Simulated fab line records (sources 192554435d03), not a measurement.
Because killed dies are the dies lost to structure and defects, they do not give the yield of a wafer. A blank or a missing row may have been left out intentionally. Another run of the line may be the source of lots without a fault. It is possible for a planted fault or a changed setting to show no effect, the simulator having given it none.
Problem report, 8D (eight disciplines) form, completed by code / flow n5-finfet / the parts of the form that need people (team, actions taken, sign-off) are left out

== 1. WHAT IS WRONG ==
Wafers without a fault read 473.3 s, standard deviation 0.42; run-length-s at N5_BEOL_M14_ETCH_68 reads a mean of 447.5 s on 3 wafers belonging to 2 lots. Relative to the usual mean, that is a shift of -61 standard deviations.
The step: etches SOC in N2/H2, time 450 s.
Seen first at day 14 01:04 on rie-diel-03, wafer L625.5. The record holds 33 wafers of 11 lots with a number at this step. Rule for "out" (also "out of limits"): further than 4 standard deviations from the usual mean. The other wafers with a number count as sound.

== 2. WHAT IT IS AND WHAT IT IS NOT ==
question=which readings at this step | is=run-length-s | is not=rf-vpp-V, showerhead-plenum-p-Torr, throttle-valve-pct
question=which lots | is=L625, L630 | is not=L616, L618, L619, L620, L623, L628, L632, L638, L639
question=which wafers of those lots | is=L625.5, L630.1, L630.5 | is not=L625.2, L625.6, L630.4
question=read on which tools | is=rie-diel-03 | is not=rie-diel-01, rie-diel-06
question=when | is=from day 14 01:04 | is not=up to then (14 sound wafers); but 16 sound wafers of L618, L628, L630, L632, L638, L639 came after

== 3. WHAT RULES OUT EACH SUSPECT ==
Counting: a tool at a process step up to the reading stays a suspect if it ran every lot that is out. Sound lots after the first of them don't rule it out here, since some wafers of a struck lot are sound.
- rie-diel-03 at N5_BEOL_M14_ETCH_68 (etches SOC in N2/H2, time 450 s): kept. Every lot that is out went through it, the first being L625 (day 14 01:04); the last sound lot it ran before that was L623 (day 13 04:29). Its own run-length-s readings are out on those wafers.
Remaining after the count: rie-diel-03 at N5_BEOL_M14_ETCH_68.

== 4. THE CAUSE (what the simulator had put in) ==
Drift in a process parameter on rie-diel-03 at N5_BEOL_M14_ETCH_68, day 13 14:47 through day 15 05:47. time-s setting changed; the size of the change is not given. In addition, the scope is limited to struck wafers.
This tool alone remained once counting was done.

== 5. SEQUENCE OF EFFECTS, ordered by route ==
Each row: a reading where the mean over the struck wafers with a number is more than 3 standard deviations away from the usual. Only readings for which the record gives a usual standard deviation are gone through. hours: the time from each lot's start at the first step in this table that gives one to its start at this step, as a median over the lots. sigmas: the change in usual standard deviations.
hours=0; step=N5_BEOL_M14_ETCH_68; reading=run-length-s; usual=473.3 s; on struck wafers=447.5; change=-25.8; sigmas=-61
Here are the process steps it includes:
- N5_BEOL_M14_ETCH_68: etches SOC in N2/H2, time 450 s.

== 6. WHAT WOULD HAVE CAUGHT IT SOONER ==
The fault began at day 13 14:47; the first out-of-limits reading in this record came at day 14 01:04, 10 hours later.
